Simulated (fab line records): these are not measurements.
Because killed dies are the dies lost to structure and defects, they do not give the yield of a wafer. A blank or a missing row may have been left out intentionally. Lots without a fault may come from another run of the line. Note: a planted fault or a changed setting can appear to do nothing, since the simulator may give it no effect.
A lot that was struck, set against a sound lot ; flow n5_finfet ; 16 steps out of a route of 1938
Sound: these wafers, L521.1, L521.5, L521.6. Struck: wafer L525.3. (L525.2, L525.6 of the same lot were not struck and are left out.) The cause comes at the end.
Per side, at each step with rows, come the tool, then ch with its chambers, and then its first start. Under that, the readings that differ: sound wafers ; struck wafers ; difference of the means ; sigmas: that difference in standard deviations of wafers without a fault.
alike: words and numbers the same on both sides, and readings whose means are apart by under 2 such deviations; not compared: readings that were withheld, readings missing a value for some wafer, numbers with overlapping values and no deviation given by the record, and bounds like >300 which may hide the same value.
A row with sigmas, a row that says differs or no value, or rows on one side alone: a step with any of these is where the two part. Non-overlapping numbers with no deviation appear without sigmas and do not part them. A reading missing from all wafers of one side parts the sides only when that side holds two or more wafers.

first, 7 steps without rows for these wafers: N5_BEOL_M4_COAT_73 (time 60 s, resist thk 5 nm); N5_BEOL_M4_COAT_05 (resist thk 30 nm); N5_BEOL_M4_EBR_07; N5_BEOL_M4_SOFTBAKE_06 (time 60 s); N5_BEOL_M4_EXPOSE_08 (exposes mask M4); N5_BEOL_M4_PEB_09 (peb time 60 s); N5_BEOL_M4_DEVELOP_10 (develop time 30 s).
N5_BEOL_M4_CD_MEAS_11 targets a cd of 16.79 nm.
  sound on cd_sem-01 ch 0, day 7 09:20; struck on cd_sem-02 ch 0, day 8 14:52
  alike: cd_nm
N5_BEOL_M4_OVL_MEAS_12:
  sound on overlay-02 ch 0, day 7 09:22; struck on overlay-01 ch 0, day 8 14:54
  alike: M4_OVL
N5_BEOL_M4_INSPECT_13: inspects for defects (brightfield).
  struck on defect_inspect-01, day 8 14:58; sound on defect_inspect-01, day 7 09:25
  alike: raw_defect_count
N5_BEOL_M4_DESCUM_16: chemistry O2, time 7 s.
  sound on rie_diel-04 ch 1,2, day 7 09:31; struck on rie_diel-05 ch 0, day 8 15:28
reading;sound;struck;difference;sigmas
drypump_motor_current_A (A);5.9 6.0 5.9;5.1;-0.8;-2
  alike: bias_power_w, chamber_pressure_mTorr, oes_product_au, rf_vpp_V, showerhead_plenum_p_Torr, throttle_valve_pct
  not compared: rf_hours_counter_h
N5_BEOL_M4_ETCH_74: etches underlayer in N2/H2, target depth 6.5 nm, time 5.2 s.
  sound on rie_diel-04 ch 1,2, day 7 09:34; struck on rie_diel-05 ch 0, day 8 15:29
reading;sound;struck;difference;sigmas
drypump_motor_current_A (A);5.9 6.0 6.0;5.1;-0.9;-2
  alike: chamber_pressure_mTorr, etch_rf_on_time_s, h2_flow_sccm, oes_product_au, rf_vpp_V, showerhead_plenum_p_Torr, throttle_valve_pct
  not compared: rf_hours_counter_h
N5_BEOL_M4_ETCH_63: etches SiARC in CF4, target depth 15.6 nm, time 26 s.
  sound on rie_diel-04 ch 1,2, day 7 09:34; struck on rie_diel-05 ch 0, day 8 15:31
reading;sound;struck;difference;sigmas
drypump_motor_current_A (A);5.9 6.0 5.9;5.1;-0.8;-2
etch_rf_on_time_s (s);25.6 25.5 25.6;42.5;+16.9;+55
  alike: cf4_flow_sccm, chamber_pressure_mTorr, oes_product_au, rf_vpp_V, showerhead_plenum_p_Torr, throttle_valve_pct
  not compared: rf_hours_counter_h
N5_BEOL_M4_ETCH_64: etches SOC in N2/H2, target depth 75 nm, overetch 22.5 nm, time 121.9 s.
  sound on rie_diel-04 ch 1,2, day 7 09:36; struck on rie_diel-05 ch 0, day 8 15:32
reading;sound;struck;difference;sigmas
drypump_motor_current_A (A);5.9 6.0 5.9;5.0;-0.9;-2
  alike: chamber_pressure_mTorr, h2_flow_sccm, oes_product_au, rf_vpp_V, showerhead_plenum_p_Torr, throttle_valve_pct
  not compared: rf_hours_counter_h
N5_BEOL_M4_RC_MEAS_101:
  sound on prober-01 ch 0, day 7 18:50; struck on prober-02 ch 0, day 8 21:13
  alike: DIBL_N, DIBL_P, IOFF_N, IOFF_P, ION_N, ION_P, SS_N, SS_P, VT_N, VT_P
after that, 1 step had no rows for these wafers: N5_PASSIVATION_PROBE_49.

## WHERE THEY PART
Last at N5_BEOL_M4_ETCH_64 as far as this record goes, first at N5_BEOL_M4_DESCUM_16. Later steps at which nothing parts them and some readings are alike: N5_BEOL_M4_RC_MEAS_101.

WHY: what the simulator had put in
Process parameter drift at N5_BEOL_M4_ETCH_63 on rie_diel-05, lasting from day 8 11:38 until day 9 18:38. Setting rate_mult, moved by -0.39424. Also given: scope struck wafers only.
